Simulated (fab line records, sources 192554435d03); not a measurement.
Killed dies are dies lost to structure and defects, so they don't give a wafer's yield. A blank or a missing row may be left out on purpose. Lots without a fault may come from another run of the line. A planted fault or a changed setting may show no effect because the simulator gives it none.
Split-lot experiment | flow n5_finfet | 7 lots, 21 wafers read, on a route of 1938 steps

THE SPLIT
At N5_BEOL_M13_ETCH_59 (etches BARC in N2/H2, target depth 89 nm, overetch 26.7 nm, time 67.9 s), the setting time_s was moved away from the recipe's 67.9 s on 6 of the 21 wafers read, by -21.5% to +6.8%. The other wafers ran this setting at the recipe's value.

The reading is taken at the split's own step.

THE READING
coat_of_BEOL_M13_COAT_04.thk_nm (the simulator's own value, which no gauge read), in nm, at N5_BEOL_M13_ETCH_59 (etches BARC in N2/H2, target depth 89 nm, overetch 26.7 nm, time 67.9 s). The file gives no usual value for it. The 15 wafers here that ran the recipe average 316.6 nm, standard deviation 1.2 nm.

wafer  | tool, chamber at the split | time_s as run, s | against the recipe | coat_of_BEOL_M13_COAT_04.thk_nm, nm | against lot-mates on the recipe
L075.4 | rie_diel-05, 2             | 67.9             | recipe             | 316.2                               | -
L075.5 | rie_diel-05, 2             | 67.9             | recipe             | 316.4                               | -
L075.6 | rie_diel-05, 1             | 67.9             | recipe             | 317                                 | -
L080.2 | rie_diel-02, 2             | 67.9             | recipe             | 315.4                               | -
L080.4 | rie_diel-02, 2             | 63.3             | -6.8%              | 320.2                               | +5.0
L080.6 | rie_diel-02, 1             | 67.9             | recipe             | 315                                 | -
L087.1 | rie_diel-05, 2             | 67.9             | recipe             | 315.4                               | -
L087.2 | rie_diel-05, 3             | 57.89            | -14.7%             | 327.4                               | +12.0
L087.5 | rie_diel-05, 2             | 57.89            | -14.7%             | 325.8                               | +10.4
L091.1 | rie_diel-04, 0             | 53.28            | -21.5%             | 330.8                               | +14.6
L091.3 | rie_diel-04, 3             | 67.9             | recipe             | 316                                 | -
L091.5 | rie_diel-04, 2             | 67.9             | recipe             | 316.4                               | -
L092.2 | rie_diel-02, 2             | 67.9             | recipe             | 316.8                               | -
L092.3 | rie_diel-02, 1             | 54.5             | -19.7%             | 327.6                               | +10.4
L092.4 | rie_diel-02, 3             | 67.9             | recipe             | 317.6                               | -
L096.1 | rie_diel-02, 2             | 67.9             | recipe             | 319.4                               | -
L096.2 | rie_diel-02, 1             | 67.9             | recipe             | 318                                 | -
L096.5 | rie_diel-02, 0             | 72.54            | +6.8%              | 312.2                               | -6.5
L095.1 | rie_diel-04, 0             | 67.9             | recipe             | 317.2                               | -
L095.4 | rie_diel-04, 1             | 67.9             | recipe             | 316.8                               | -
L095.6 | rie_diel-04, 3             | 67.9             | recipe             | 315                                 | -

THE FIT
A straight line over all 21 wafers: coat_of_BEOL_M13_COAT_04.thk_nm changes by -0.634 nm for each +1% of time_s; r = -0.97; the points scatter about the line by 1.2 nm.
The same after taking each lot's own level away (the mean of its wafers on the recipe; 21 wafers): -0.677 nm for each +1%; r = -0.98; scatter 1.1 nm.
On that fit, the largest move of time_s shifts the reading by 15 nm.
The lots' own levels span 315.20 to 318.70 nm, that is 3.0 times the standard deviation above.
So the lot-to-lot level changes the slope little: the two slopes agree.
Check: with one of the wafers moved furthest among these (-21.5%) left out of the fit, the line predicts +14.4 nm for it against its lot-mates. It came out at +14.6 nm against them.

OTHER SPLITS ON THESE WAFERS
These wafers also went through other splits before the reading. Each is held against what the fit with the lots' levels taken away leaves over:
other split on the same wafers | wafers away from the commonest value | r with coat_of_BEOL_M13_COAT_04.thk_nm (lot level and that fit taken away)
N5_BEOL_M9_EXPOSE_08 dose_mj   | 7                                    | +0.41
N5_BEOL_M10_COAT_22 spin_rpm   | 5                                    | -0.30
N5_BEOL_M10_EXPOSE_25 dose_mj  | 6                                    | +0.10
N5_BEOL_M11_ETCH_62 bias_w     | 9                                    | -0.06
N5_BEOL_M13_EXPOSE_07 dose_mj  | 7                                    | -0.17

THE FILE'S OWN FIT
coat_of_BEOL_M13_COAT_04.thk_nm changes by -0.656 nm for each +1% of time_s, r = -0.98.
